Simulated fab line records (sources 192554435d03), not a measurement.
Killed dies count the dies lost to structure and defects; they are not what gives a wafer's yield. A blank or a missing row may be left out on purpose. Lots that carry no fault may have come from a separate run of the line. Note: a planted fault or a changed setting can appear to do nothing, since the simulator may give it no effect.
Split-lot trial | flow n5-finfet | 21 wafers read from 7 lots, route of 1938 steps

== ON THE SPLIT ==
At N5_BEOL_M15_COAT_04 (resist thk 800 nm), the setting spin-rpm was moved away from the recipe's 1704 rpm on 7 of the 21 wafers read, by -6.2% to +9.0%. All remaining wafers had this setting at the recipe value.

== FROM THE SPLIT TO THE READING: what the file shows between them, 4 steps ==
- N5_BEOL_M15_EBR_06
- N5_BEOL_M15_SOFTBAKE_05: time 60 s
- N5_BEOL_M15_DESCUM_15: chemistry O2, time 7.9 s
- N5_BEOL_M15_ETCH_59: etches BARC in N2/H2, target depth 89 nm, overetch 26.7 nm, time 67.9 s

== THE READING ==
coat_of_BEOL_M15_COAT_04.thk-nm (the simulator's own value, which no gauge read), in nm, at N5_BEOL_M15_VIA_ETCH_16 (etches SiO2 in C4F8/O2/Ar, target depth 1792.2 nm). No usual value for it is given in the file. Here, 14 wafers ran the recipe; their average is 335.2 nm with a standard deviation of 10 nm.

wafer  | tool, chamber at the split | spin-rpm as run, rpm | against the recipe | coat_of_BEOL_M15_COAT_04.thk-nm, nm | against lot-mates on the recipe
L082.4 | litho-track-01, 0          | 1822                 | +6.9%              | 295.8                               | -29.6
L082.5 | litho-track-01, 0          | 1704                 | recipe             | 325.4                               | -
L082.6 | litho-track-01, 0          | 1822                 | +6.9%              | 298.4                               | -27.0
L088.2 | litho-track-02, 0          | 1704                 | recipe             | 332.6                               | -
L088.3 | litho-track-02, 0          | 1704                 | recipe             | 326                                 | -
L088.5 | litho-track-02, 0          | 1704                 | recipe             | 317.4                               | -
L092.3 | litho-track-03, 0          | 1704                 | recipe             | 347.4                               | -
L092.4 | litho-track-03, 0          | 1858                 | +9.0%              | 294.8                               | -52.6
L092.6 | litho-track-03, 0          | 1858                 | +9.0%              | 309.6                               | -37.8
L091.1 | litho-track-02, 0          | 1599                 | -6.2%              | 371.6                               | +43.7
L091.4 | litho-track-02, 0          | 1704                 | recipe             | 321                                 | -
L091.6 | litho-track-02, 0          | 1704                 | recipe             | 334.8                               | -
L090.2 | litho-track-01, 0          | 1627                 | -4.5%              | 359.2                               | +27.6
L090.4 | litho-track-01, 0          | 1704                 | recipe             | 331.6                               | -
L090.6 | litho-track-01, 0          | 1627                 | -4.5%              | 345                                 | +13.4
L095.1 | litho-track-03, 0          | 1704                 | recipe             | 354.4                               | -
L095.2 | litho-track-03, 0          | 1704                 | recipe             | 340.6                               | -
L095.5 | litho-track-03, 0          | 1704                 | recipe             | 337.4                               | -
L096.1 | litho-track-01, 0          | 1704                 | recipe             | 347.6                               | -
L096.3 | litho-track-01, 0          | 1704                 | recipe             | 343.4                               | -
L096.5 | litho-track-01, 0          | 1704                 | recipe             | 333.4                               | -

THE FIT
A straight line over all 21 wafers: coat_of_BEOL_M15_COAT_04.thk-nm changes by -4.45 nm for each +1% of spin-rpm; r = -0.87; the points scatter about the line by 10 nm.
The same after taking each lot's own level away (the mean of its wafers on the recipe; 21 wafers): -4.97 nm for each +1%; r = -0.95; scatter 7 nm.
According to that fit, moving spin-rpm by its largest amount changes the reading by 45 nm.
Measured against the standard deviation above, the lots' own levels, which go from 325.33 to 347.40 nm, span 2.1 times it.
So the lot-to-lot level changes the slope: the two fits differ.
Check: -40.9 nm against its lot-mates is what the line predicts for one of the wafers moved furthest among these (+9.0%) when that wafer is left out of the fit. Against them it came out at -52.6 nm.

== FURTHER SPLITS ON THESE WAFERS ==
Before the reading, these wafers also passed through other splits. Each is held against what the fit with the lots' levels taken away leaves over:
other split on the same wafers | wafers away from the commonest value | r with coat_of_BEOL_M15_COAT_04.thk-nm (lot level and that fit taken away)
N5_BEOL_M11_ETCH_41 time-s     | 4                                    | +0.21
N5_BEOL_M12_ETCH_67 source-w   | 10                                   | +0.13
N5_BEOL_M12_ETCH_38 time-s     | 6                                    | +0.15
N5_BEOL_M13_COAT_65 spin-rpm   | 7                                    | +0.24

== THE WHOLE CHAIN: every reading that the file lists as answering this split, in the file's order ==
step                    | what it does                                                            | reading                                                                          | change (the file's fit)              | r (the file's)
N5_BEOL_M15_COAT_04     | resist thk 800 nm                                                       | coat_of_BEOL_M15_COAT_04.thk-nm (the simulator's own value, which no gauge read) | -3.92 nm for each +1% of the setting | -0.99
N5_BEOL_M15_ETCH_59     | etches BARC in N2/H2, target depth 89 nm, overetch 26.7 nm, time 67.9 s | coat_of_BEOL_M15_COAT_04.thk-nm (the simulator's own value, which no gauge read) | -4.04 nm for each +1% of the setting | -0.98
N5_BEOL_M15_VIA_ETCH_16 | etches SiO2 in C4F8/O2/Ar, target depth 1792.2 nm                       | coat_of_BEOL_M15_COAT_04.thk-nm (the simulator's own value, which no gauge read) | -5.14 nm for each +1% of the setting | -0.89

== FILE'S OWN FIT ==
coat_of_BEOL_M15_COAT_04.thk-nm changes by -5.14 nm for each +1% of spin-rpm, r = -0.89.
